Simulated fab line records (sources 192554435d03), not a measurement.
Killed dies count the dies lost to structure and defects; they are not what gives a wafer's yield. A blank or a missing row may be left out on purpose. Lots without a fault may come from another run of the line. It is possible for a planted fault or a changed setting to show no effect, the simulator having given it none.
Matching of chambers / flow n5Finfet / N5_BEOL_M10_STRIP_67 on rieDiel-02 has 4 sister chambers
The step strips in CF4. 8 wafers are shown with their chamber, then 9 later ones without.

== EACH WAFER AND ITS CHAMBER ==
wafer=L079.4; chamber=0; drypumpMotorCurrentA (A)=6.1; oesProductAu (a.u.)=0.67
wafer=L088.1; chamber=3; drypumpMotorCurrentA (A)=6.6; oesProductAu (a.u.)=0.68
wafer=L085.4; chamber=1; drypumpMotorCurrentA (A)=5.9; oesProductAu (a.u.)=0.86
wafer=L085.5; chamber=2; drypumpMotorCurrentA (A)=5.6; oesProductAu (a.u.)=0.89
wafer=L085.6; chamber=3; drypumpMotorCurrentA (A)=6.5; oesProductAu (a.u.)=0.67
wafer=L087.1; chamber=0; drypumpMotorCurrentA (A)=6.1; oesProductAu (a.u.)=0.97
wafer=L087.2; chamber=1; drypumpMotorCurrentA (A)=5.9; oesProductAu (a.u.)=0.86
wafer=L087.3; chamber=2; drypumpMotorCurrentA (A)=5.6; oesProductAu (a.u.)=0.89

== WAFERS MISSING THEIR CHAMBER ==
wafer=L090.2; drypumpMotorCurrentA (A)=5.9; oesProductAu (a.u.)=0.84
wafer=L090.3; drypumpMotorCurrentA (A)=5.6; oesProductAu (a.u.)=0.86
wafer=L090.5; drypumpMotorCurrentA (A)=6.6; oesProductAu (a.u.)=0.97
wafer=L094.1; drypumpMotorCurrentA (A)=5.6; oesProductAu (a.u.)=0.85
wafer=L094.2; drypumpMotorCurrentA (A)=6.1; oesProductAu (a.u.)=0.89
wafer=L094.3; drypumpMotorCurrentA (A)=6.6; oesProductAu (a.u.)=0.94
wafer=L095.3; drypumpMotorCurrentA (A)=5.9; oesProductAu (a.u.)=0.83
wafer=L095.5; drypumpMotorCurrentA (A)=6.1; oesProductAu (a.u.)=0.89
wafer=L095.6; drypumpMotorCurrentA (A)=6.6; oesProductAu (a.u.)=0.94

== WHICH CHAMBER EACH WENT THROUGH ==
wafer=L090.2; from the rows above=1; in truth=1
wafer=L090.3; from the rows above=2; in truth=2
wafer=L090.5; from the rows above=3; in truth=3
wafer=L094.1; from the rows above=2; in truth=2
wafer=L094.2; from the rows above=0; in truth=0
wafer=L094.3; from the rows above=3; in truth=3
wafer=L095.3; from the rows above=1; in truth=1
wafer=L095.5; from the rows above=0; in truth=0
wafer=L095.6; from the rows above=3; in truth=3
Correctly placed: 9 of 9. Not placeable from these rows: 0. Wrongly placed: 0.
How it was worked out, from the rows above alone: a wafer's distance from a chamber is the root of the sum, over the readings, of the square of ((its reading less the chamber's mean) divided by the reading's scatter). If the next closest chamber is less than 2 further off than the closest, the wafer can't be placed; otherwise it belongs to the closest. The mean given for a chamber averages the wafers shown for that chamber. The scatter: take each reading less its chamber's mean, square it, sum over the shown wafers, divide by the number of wafers less the number of chambers, and take the root.
